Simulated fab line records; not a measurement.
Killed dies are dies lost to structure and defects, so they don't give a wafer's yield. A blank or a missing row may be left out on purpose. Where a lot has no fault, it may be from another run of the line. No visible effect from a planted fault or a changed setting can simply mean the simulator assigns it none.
Chamber matching + flow n5Finfet + N5_BEOL_M0_CO_CAP_123 on cvdCo-01 has 3 sister chambers
The step material Co, precursor CCTBA/H2, target thk 2 nm, time 102.1 s. 16 wafers are shown with their chamber, then 8 later ones without.

WAFERS WITH THEIR CHAMBER
| wafer  | chamber | heaterPowerW (W) |
|--------|---------|------------------|
| L678.1 | 2       | 252              |
| L678.4 | 2       | 246              |
| L678.6 | 2       | 253              |
| L679.2 | 0       | 237              |
| L679.4 | 0       | 244              |
| L679.5 | 2       | 251              |
| L682.1 | 1       | 250              |
| L682.2 | 2       | 247              |
| L682.4 | 0       | 234              |
| L683.1 | 1       | 247              |
| L683.4 | 0       | 237              |
| L683.6 | 2       | 245              |
| L685.3 | 0       | 237              |
| L685.4 | 0       | 234              |
| L685.6 | 1       | 244              |
| L687.2 | 2       | 249              |

SIGNATURES (averages over the wafers above)
| reading      | chamber 0 | chamber 1 | chamber 2 | scatter within a chamber |
|--------------|-----------|-----------|-----------|--------------------------|
| heaterPowerW | 237.17    | 247.00    | 249.00    | 3.31                     |
Rule: a wafer's distance from a chamber is the root of the sum, over the readings, of the square of ((its reading less the chamber's mean) divided by the reading's scatter). The wafer belongs to the nearest chamber; if the next one is less than 2 further off, it can't be placed. The scatter: the root of (the sum of the squares of (reading less its chamber's mean) over the shown wafers, divided by (wafers less chambers)).

WAFERS WHOSE CHAMBER IS MISSING
| wafer  | heaterPowerW (W) |
|--------|------------------|
| L687.5 | 240              |
| L687.6 | 243              |
| L689.2 | 236              |
| L689.4 | 240              |
| L689.6 | 249              |
| L680.2 | 238              |
| L680.3 | 250              |
| L680.5 | 244              |

WHICH CHAMBER EACH WENT THROUGH
| wafer  | from the rows above          | in truth                   |
|--------|------------------------------|----------------------------|
| L687.5 | can't be placed: 0 or 1 or 2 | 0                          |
| L687.6 | can't be placed: 1 or 0 or 2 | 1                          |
| L689.2 | 0                            | 0                          |
| L689.4 | can't be placed: 0 or 1 or 2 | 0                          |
| L689.6 | can't be placed: 2 or 1      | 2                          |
| L680.2 | 0                            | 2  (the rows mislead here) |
| L680.3 | can't be placed: 2 or 1      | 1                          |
| L680.5 | can't be placed: 1 or 2 or 0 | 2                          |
1 of 8 placed correctly. Unplaceable from these rows: 6, with the true chamber sitting among the candidates in 6. Wrongly placed: 1.
